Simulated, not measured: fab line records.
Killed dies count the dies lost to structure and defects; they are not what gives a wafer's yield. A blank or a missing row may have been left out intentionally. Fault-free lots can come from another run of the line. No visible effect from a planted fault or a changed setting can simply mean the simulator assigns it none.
fab line records    flow n5Finfet    part 1 of 2: steps 1 to 6 of 7
record lots=8  wafers=23  lastDay=17
route steps=1938 shown BEOL_M0_SAQP@669 BEOL_M0@715 BEOL_M4@1111 PASSIVATION@1936
lots that met no fault: from a run of the same line without faults
startH: start of the lot's first displayed wafer, in hours after the record's first day    waitH: how many hours have passed since the lot's step before this one    " identical to the entry in the row above    L1.1+2: a single row standing in for several wafers    - value missing, or start not given    * or withheld: withheld    < > ~ a bound
route shown NAME@n: NAME is a module with steps in the file, n the number in the route of the first one    usual: the fault-free wafers' mean and standard deviation    same: alike in all rows    chamber/n: place in a boat    sites: the reading at each site    _std_site: the standard deviation of these    _edge_site: outer sites' mean less inner sites'    radiusMm: how far each site lies from the wafer's centre    mask NAME#n: copy n    behind: the last tool/chamber to shape the wafer    hold: why the lot went on hold/how many hours it stayed there/how the hold came to an end    device: which transistor (n, p or np) failed to switch    end of line: tests of these same wafers at the route's end    a step given without rows: its recipe and nothing more    killed: the dies lost at the first sort to structure and to defects; this is not the yield of the wafer    map: per-die view of a wafer (x killed, . not killed, _ where there is no die)
set.NAME: the run value of the setting; set.NAME@STEP: its run value at that earlier step    model.NAME: the simulator's own value behind a step, which no gauge read
a sample of lots followed through the steps of the route, with each step as a table and each wafer as a row
services: the hour from which a tool's chamber was out of use, counted from the record's first day as startH (under 0 if before that day), plus the number of hours and why
## steps
# step N5_BEOL_M0_SAQP_MANDREL_ETCH_103
# recipe chemistry=HBr/Cl2  target=a-Si  targetDepthA=450  btTimeS=10  stopOn=SiCN  maskMaterial=SiO2  overEtchFrac=0.8  timeS=27  pressureMtorr=10  icpW=800  biasW=75  HBr_flow_sccm=150  Cl2_flow_sccm=80  ends=endPoint
# usual biasW=74.98/0.22  drypumpMotorCurrentA=5.8/0.48  oesProductAu=0.683/0.013  rfFwdPowerW=794.5/2.5  throttleValvePct=35.4/0.43
lot.wafer  tool      chamber  startH  waitH  biasW  drypumpMotorCurrentA  oesProductAu  rfFwdPowerW  rfHoursCounterH  throttleValvePct
L686.2     rieSi-04  3        123.15  0.0    74.97  6.5                   0.684         794.4        62               35.8
L686.3     "         2        "       "      74.54  4.9                   0.679         795.4        131              35.9
L686.6     "         1        "       "      74.78  6.3                   0.681         795.1        -                36.2
L687.2     rieSi-04  2        133.77  0.0    74.54  4.9                   0.675         793.9        131              35.9
L687.5     "         0        "       "      75.15  5.6                   0.691         795.3        -                35.3
L687.6     "         3        "       "      74.99  6.5                   0.685         794.3        -                35.8
L691.2     rieSi-04  2        152.32  0.0    75.08  4.9                   0.677         795.1        131              35.9
L691.3     "         1        "       "      74.88  6.3                   0.676         792.5        155              36.2
L691.6     "         0        "       "      75.42  5.5                   0.685         796.2        -                35.3
L693.2     rieSi-04  0        163.69  0.0    74.86  5.5                   0.680         795.6        79               35.3
L693.3     "         2        "       "      74.51  4.9                   0.683         795.9        131              35.9
L693.4     "         3        "       "      75.12  6.5                   0.694         798.5        63               35.8
L694.4     rieSi-04  3        170.06  0.0    75.22  6.5                   0.698         791.2        63               35.8
L694.6     "         1        "       "      74.87  6.3                   0.710         791.9        -                36.1
L696.1     rieSi-05  3        183.18  0.0    75.04  6.3                   0.665         797.3        49               35.5
L696.3     "         0        "       "      74.88  6.0                   0.671         796.6        5                34.9
L696.6     "         2        "       "      75.30  5.8                   0.656         793.4        -                35.7
L702.4     rieSi-03  3        220.73  0.0    75.10  6.1                   0.703         792.8        40               34.8
L702.5     "         0        "       "      75.17  5.5                   0.674         795.4        -                35.8
L702.6     "         3        "       "      74.69  6.2                   0.715         793.9        -                34.8
L707.2     rieSi-05  1        253.52  0.0    75.16  5.0                   0.680         796.4        5                35.3
L707.3     "         0        "       "      75.09  6.0                   0.687         790.8        6                34.9
L707.4     "         2        "       "      74.62  5.8                   0.661         788.0        -                35.7
# step N5_BEOL_M0_SAQP_ALD_48
# recipe material=SiO2  targetThkA=200  tempC=100  aldPrecursorFamily=BDEAS  aldCoReactant=O2-plasma  pulseTimeS=1  coReactantPulseTimeS=1  purgeTimeS=2  coReactantPurgeTimeS=2  aldCycles=139  pressureTorr=2
# usual heaterPowerW=76/5.8  precursorPulseHeightRel=1.001/0.02
lot.wafer  tool       chamber  startH  waitH  heaterPowerW  precursorPulseHeightRel
L686.2     aldSin-01  3        125.62  0.1    74            1.015
L686.3     "          0        "       "      77            0.979
L686.6     "          1        "       "      73            0.994
L687.2     aldSin-01  3        136.16  0.0    73            1.034
L687.5     "          0        "       "      77            1.028
L687.6     "          1        "       "      74            0.989
L691.2     aldSin-01  3        154.86  0.1    74            1.000
L691.3     "          0        "       "      75            1.013
L691.6     "          3        "       "      74            0.983
L693.2     aldSin-01  0        166.98  0.0    76            1.015
L693.3     "          2        "       "      74            0.989
L693.4     "          1        "       "      75            1.014
L694.4     aldSin-04  2        172.86  0.0    80            1.004
L694.6     "          1        "       "      95            0.991
L696.1     aldSin-01  3        185.98  0.0    76            0.983
L696.3     "          1        "       "      75            1.004
L696.6     "          3        "       "      73            1.024
L702.4     aldSin-04  2        225.53  0.0    79            1.013
L702.5     "          0        "       "      69            1.000
L702.6     "          1        "       "      95            0.999
L707.2     aldSin-01  2        256.25  0.0    73            0.994
L707.3     "          0        "       "      78            1.019
L707.4     "          1        "       "      74            0.993
# step N5_BEOL_M0_ETCH_138
# recipe chemistry=CH3F/O2  targetDepthA=120  target=SiCN  timeS=31.6  ionEnergyEv=120  pressureMtorr=30  sourceW=395  biasW=75  Ar_flow_sccm=150  CH3F_flow_sccm=30  O2_flow_sccm=20  ends=cleared
# usual biasW=75.01/0.23  drypumpMotorCurrentA=5.7/0.4  etchRfOnTimeS=29.3/1.1  oesProductAu=0.67/0.083  rfFwdPowerW=386.8/2  rfVppV=297.8/1.6  showerheadPlenumPTorr=2.03/0.076  throttleValvePct=16.37/0.28
lot.wafer  tool        chamber  startH  waitH  biasW  drypumpMotorCurrentA  etchRfOnTimeS  oesProductAu  rfFwdPowerW  rfHoursCounterH  rfVppV  showerheadPlenumPTorr  throttleValvePct
L686.2     rieDiel-04  1        127.10  0.0    74.91  5.6                   28.2           0.58          385.5        239              294.6   1.89                   16.57
L686.3     "           2        "       "      74.89  5.9                   29.7           0.59          384.1        234              299.1   2.07                   16.40
L686.6     "           3        "       "      74.97  6.4                   29.6           0.80          386.2        -                299.7   2.15                   16.21
L687.2     rieDiel-03  1        137.35  0.0    74.77  5.2                   29.3           0.78          385.6        8                298.4   2.05                   16.02
L687.5     "           2        "       "      75.28  4.8                   30.2           0.57          387.4        -                298.6   2.05                   16.32
L687.6     "           1        "       "      75.12  5.2                   29.0           0.78          384.7        -                297.9   2.05                   16.02
L691.2     rieDiel-04  0        156.26  0.0    74.55  5.7                   30.5           0.62          384.3        202              295.8   1.91                   16.67
L691.3     "           1        "       "      74.66  5.6                   28.1           0.58          385.5        249              294.6   1.88                   16.59
L691.6     "           2        "       "      75.52  5.9                   22.6           0.58          385.3        -                299.7   2.07                   16.41
L693.2     rieDiel-04  3        168.37  0.0    75.08  6.4                   29.8           0.77          388.4        18               300.5   2.14                   16.24
L693.3     "           2        "       "      75.01  5.9                   30.7           0.58          383.4        246              299.5   2.06                   16.44
L693.4     "           2        "       "      74.93  5.9                   22.3           0.58          385.1        -                299.2   2.06                   16.43
L694.4     rieDiel-05  1        174.33  0.0    75.01  5.2                   22.2           0.66          383.4        157              298.7   2.10                   16.62
L694.6     "           2        "       "      74.88  5.8                   20.5           0.74          385.5        -                298.1   2.02                   15.89
L696.1     rieDiel-05  3        187.42  0.0    74.83  5.6                   29.7           0.62          384.5        187              296.1   1.91                   16.39
L696.3     "           2        "       "      75.11  5.8                   27.1           0.72          384.5        54               297.2   2.02                   15.91
L696.6     "           0        "       "      75.19  5.8                   28.8           0.62          389.4        -                298.0   2.07                   16.75
L702.4     rieDiel-03  2        226.94  0.0    75.07  4.7                   27.7           0.79          386.8        -                298.3   2.04                   15.86
L702.5     "           1        "       "      74.87  5.2                   29.1           0.72          384.7        -                298.9   2.04                   16.06
L702.6     "           3        "       "      74.83  5.8                   29.0           0.60          389.2        -                297.1   1.97                   16.49
L707.2     rieDiel-05  3        257.57  0.0    74.70  5.6                   29.3           0.60          384.4        213              295.9   1.90                   16.43
L707.3     "           2        "       "      74.83  5.8                   27.2           0.70          384.5        77               298.5   2.01                   15.94
L707.4     "           0        "       "      74.69  5.7                   28.1           0.59          388.5        207              298.4   2.06                   16.80
# step N5_BEOL_M0_STRIP_104
# recipe chemistry=N2/H2  powerW=450  tempC=40  pressureMtorr=20  rfFrequencyHz=6e+07  overashFraction=0.3  biasPowerW=7  h2Frac=0.5  n2FlowSccm=200  h2FlowSccm=200
# usual drypumpMotorCurrentA=5.7/0.4  n2FlowSccm=200.0/0.57  oesProductAu=0.79/0.1  rfVppV=59.4/1.6  showerheadPlenumPTorr=2.57/0.11  tempC=40.01/0.11  throttleValvePct=23.66/0.22
lot.wafer  tool        chamber  startH  waitH  drypumpMotorCurrentA  n2FlowSccm  oesProductAu  rfHoursCounterH  rfVppV  showerheadPlenumPTorr  tempC  throttleValvePct
L686.2     rieDiel-03  3        131.41  0.0    5.8                   200.4       0.71          178              59.4    2.52                   40.07  23.54
L686.3     "           0        "       "      5.9                   200.7       0.68          241              59.0    2.48                   40.09  24.24
L686.6     "           2        "       "      4.8                   200.0       0.68          -                60.4    2.62                   40.04  23.43
L687.2     rieDiel-04  0        137.72  0.0    5.7                   200.0       0.74          196              58.5    2.41                   39.88  23.79
L687.5     "           1        "       "      5.6                   199.9       0.68          -                58.2    2.40                   39.92  23.94
L687.6     "           3        "       "      6.4                   199.3       0.96          -                61.2    2.71                   40.06  23.73
L691.2     rieDiel-03  3        160.27  0.0    5.8                   200.1       0.70          188              57.5    2.51                   40.07  23.57
L691.3     "           2        "       "      4.7                   200.2       0.67          248              58.5    2.61                   39.90  23.44
L691.6     "           2        "       "      4.7                   200.4       0.68          -                56.0    2.61                   39.97  23.42
L693.2     rieDiel-04  3        168.69  0.0    6.4                   199.4       0.93          18               60.8    2.70                   40.04  23.77
L693.3     "           2        "       "      5.9                   200.9       0.69          246              58.2    2.61                   39.91  23.41
L693.4     "           3        "       "      6.4                   199.6       0.94          -                57.6    2.70                   40.07  23.72
L694.4     rieDiel-05  2        176.53  0.0    5.8                   199.4       0.84          50               57.2    2.61                   39.87  23.64
L694.6     "           2        "       "      5.8                   200.4       0.84          -                58.2    2.61                   39.93  23.63
L696.1     rieDiel-04  3        188.76  0.0    6.4                   200.7       0.89          27               63.8    2.70                   40.04  23.78
L696.3     "           2        "       "      5.9                   199.9       0.68          255              58.8    2.60                   39.94  23.47
L696.6     "           3        "       "      6.4                   201.0       0.88          -                58.7    2.70                   40.21  23.79
L702.4     rieDiel-05  1        231.16  0.0    5.2                   200.3       0.76          179              59.7    2.65                   40.12  23.90
L702.5     "           3        "       "      5.6                   199.4       0.71          -                59.2    2.40                   40.06  23.59
L702.6     "           0        "       "      5.8                   200.1       0.70          -                60.2    2.62                   39.87  23.96
L707.2     rieDiel-05  3        258.35  0.0    5.6                   199.4       0.70          213              57.3    2.40                   40.10  23.63
L707.3     "           1        "       "      5.2                   200.5       0.73          188              58.7    2.64                   39.94  23.90
L707.4     "           2        "       "      5.8                   200.1       0.81          77               54.8    2.59                   40.09  23.71
# step N5_BEOL_M0_ETCH_128
# recipe chemistry=CF4/N2  targetDepthA=120  overetchA=51  target=SiCN  timeS=21.4  ionEnergyEv=150  pressureMtorr=40  sourceW=430  biasW=70  Ar_flow_sccm=100  cf4FlowSccm=60  n2FlowSccm=60
# usual biasW=70.01/0.2  drypumpMotorCurrentA=5.7/0.4  n2FlowSccm=59.96/0.18  oesProductAu=0.54/0.067  rfFwdPowerW=425.9/2  rfVppV=382.9/2.4  showerheadPlenumPTorr=2.23/0.086  throttleValvePct=15.46/0.27
lot.wafer  tool        chamber  startH  waitH  biasW  drypumpMotorCurrentA  n2FlowSccm  oesProductAu  rfFwdPowerW  rfHoursCounterH  rfVppV  showerheadPlenumPTorr  throttleValvePct
L686.2     rieDiel-04  3        131.53  0.0    70.21  6.4                   59.77       0.65          428.6        3                385.6   2.35                   15.25
L686.3     "           1        "       "      70.06  5.6                   60.09       0.46          426.7        240              378.7   2.08                   15.64
L686.6     "           1        "       "      69.92  5.6                   60.04       0.46          425.9        -                380.3   2.08                   15.63
L687.2     rieDiel-03  1        137.86  0.0    69.82  5.2                   59.99       0.63          424.1        8                384.0   2.25                   15.05
L687.5     "           2        "       "      69.89  4.8                   59.69       0.47          426.7        -                382.8   2.26                   15.46
L687.6     "           3        "       "      70.06  5.8                   59.60       0.50          425.2        -                382.8   2.19                   15.61
L691.2     rieDiel-04  0        160.49  0.1    70.19  5.7                   59.90       0.50          423.3        204              379.2   2.10                   15.72
L691.3     "           2        "       "      69.96  5.9                   59.76       0.47          425.2        242              383.0   2.27                   15.54
L691.6     "           2        "       "      70.13  5.9                   59.85       0.56          424.4        -                383.7   2.27                   15.55
L693.2     rieDiel-05  2        168.82  0.0    69.80  5.8                   60.07       0.59          427.2        48               380.7   2.24                   15.10
L693.3     "           3        "       "      69.98  5.6                   59.90       0.52          423.2        180              380.8   2.10                   15.47
L693.4     "           1        "       "      69.88  5.2                   60.14       0.63          425.0        154              385.5   2.31                   15.69
L694.4     rieDiel-04  2        177.27  0.6    69.95  5.9                   59.99       0.56          426.1        -                382.8   2.27                   15.57
L694.6     "           3        "       "      69.71  6.4                   59.86       0.73          427.7        -                384.8   2.34                   15.29
L696.1     rieDiel-04  2        188.89  0.0    70.01  5.9                   60.20       0.47          425.7        255              384.4   2.27                   15.58
L696.3     "           0        "       "      70.09  5.7                   59.99       0.49          423.6        217              380.6   2.10                   15.73
L696.6     "           0        "       "      70.17  5.7                   59.85       0.49          426.3        -                380.5   2.09                   15.75
L702.4     rieDiel-04  2        231.29  0.0    69.80  5.9                   60.25       0.64          425.9        3                383.5   2.27                   15.10
L702.5     "           0        "       "      70.17  5.7                   60.16       0.49          423.1        -                378.8   2.09                   15.78
L702.6     "           1        "       "      69.90  5.6                   59.87       0.63          425.5        -                384.3   2.33                   15.19
L707.2     rieDiel-03  3        258.52  0.1    70.15  5.8                   59.73       0.47          426.8        227              383.2   2.17                   15.70
L707.3     "           0        "       "      70.07  5.9                   59.86       0.59          426.5        27               380.7   2.16                   15.45
L707.4     "           2        "       "      70.05  4.8                   59.99       0.60          426.0        18               384.8   2.25                   15.00
# step N5_BEOL_M4_RC_MEAS_101
# usual DIBL_N=37.2/2.3  DIBL_P=37.5/2.9  IOFF_N=0.19/0.053  IOFF_P=0.23/0.059  ION_N=679/16  ION_P=462/10  SS_N=71.9/0.78  SS_P=73.7/0.88  VT_N=248/4.6  VT_P=-250/4.5
lot.wafer  tool       chamber  startH  waitH  DIBL_N[mV/V]  DIBL_P[mV/V]  IOFF_N[nA/um]  IOFF_P[nA/um]  ION_N[uA/um]  ION_P[uA/um]  SS_N[mV/dec]  SS_P[mV/dec]  VT_N[mV]  VT_P[mV]
L686.2     prober-01  0        187.61  0.2    37.6          40.1          0.21           0.30           692           479           71.3          75.0          247       -245
L686.3     "          0        "       "      37.8          38.3          0.19           0.24           677           461           71.9          74.0          250       -246
L686.6     "          0        "       "      34.6          34.0          0.14           0.18           670           460           71.8          73.0          252       -251
L687.2     prober-02  0        194.60  0.2    34.2          34.0          0.11           0.16           665           459           72.1          72.7          257       -254
L687.5     "          0        "       "      37.5          37.9          0.18           0.22           687           467           72.6          73.7          251       -251
L687.6     "          0        "       "      36.5          37.0          0.14           0.19           668           454           71.8          73.4          254       -251
L691.2     prober-02  0        209.15  0.2    36.4          34.9          0.15           0.17           669           457           71.1          72.6          249       -256
L691.3     "          0        "       "      38.5          37.3          0.20           0.20           672           449           72.1          73.3          247       -251
L691.6     "          0        "       "      38.2          38.2          0.19           0.23           687           468           72.1          74.0          247       -250
L693.2     prober-02  0        224.61  0.2    34.8          32.6          0.12           0.16           658           454           70.8          72.9          252       -257
L693.3     "          0        "       "      36.1          32.9          0.13           0.15           652           448           71.3          72.6          255       -255
L693.4     "          0        "       "      35.6          33.7          0.13           0.16           670           455           70.3          72.7          253       -254
L694.4     prober-01  0        228.72  0.5    32.4          32.2          0.11           0.14           658           447           70.4          72.4          255       -256
L694.6     "          0        "       "      35.3          35.0          0.16           0.16           671           446           72.1          72.3          249       -252
L696.1     prober-01  0        238.11  0.0    43.2          44.2          0.32           0.43           707           478           73.1          75.9          240       -240
L696.3     "          0        "       "      36.6          33.9          0.15           0.18           661           455           71.9          72.6          251       -250
L696.6     "          0        "       "      40.1          39.5          0.24           0.28           684           467           72.5          74.3          244       -246
L702.4     prober-02  0        278.96  0.5    33.1          33.4          0.12           0.14           661           448           70.7          72.4          259       -257
L702.5     "          0        "       "      35.5          35.2          0.14           0.16           672           445           71.6          73.7          254       -256
L702.6     "          0        "       "      36.9          38.1          0.19           0.21           674           453           72.0          74.4          250       -250
L707.2     prober-02  0        301.34  0.2    37.1          37.6          0.20           0.27           686           470           71.1          74.1          247       -247
L707.3     "          0        "       "      39.9          41.4          0.27           0.34           697           477           71.9          74.1          242       -244
L707.4     "          0        "       "      38.7          39.2          0.23           0.29           688           467           72.2          73.7          246       -245
## key
firstSign step=N5_BEOL_M0_ETCH_138  reading=etchRfOnTimeS  direction=down  sigmas=6.6  usual=*  struck=*
effect none on later readings
metAt N5_BEOL_M0_SAQP_MANDREL_ETCH_103
struckLots L691,L693,L694
struckWafers L691.6,L693.4,L694.4,L694.6
notActingAt N5_BEOL_M0_SAQP_ALD_48,N5_BEOL_M0_STRIP_104,N5_BEOL_M0_ETCH_128
onsetBetween 133.77 152.32
fault kind=processParameterDrift  tool=rieSi-04  chamber=-  onsetH=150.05  steps=N5_BEOL_M0_SAQP_MANDREL_ETCH_103  channel=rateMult  offset=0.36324  shape=step  endH=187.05  scope=struckWafersOnly
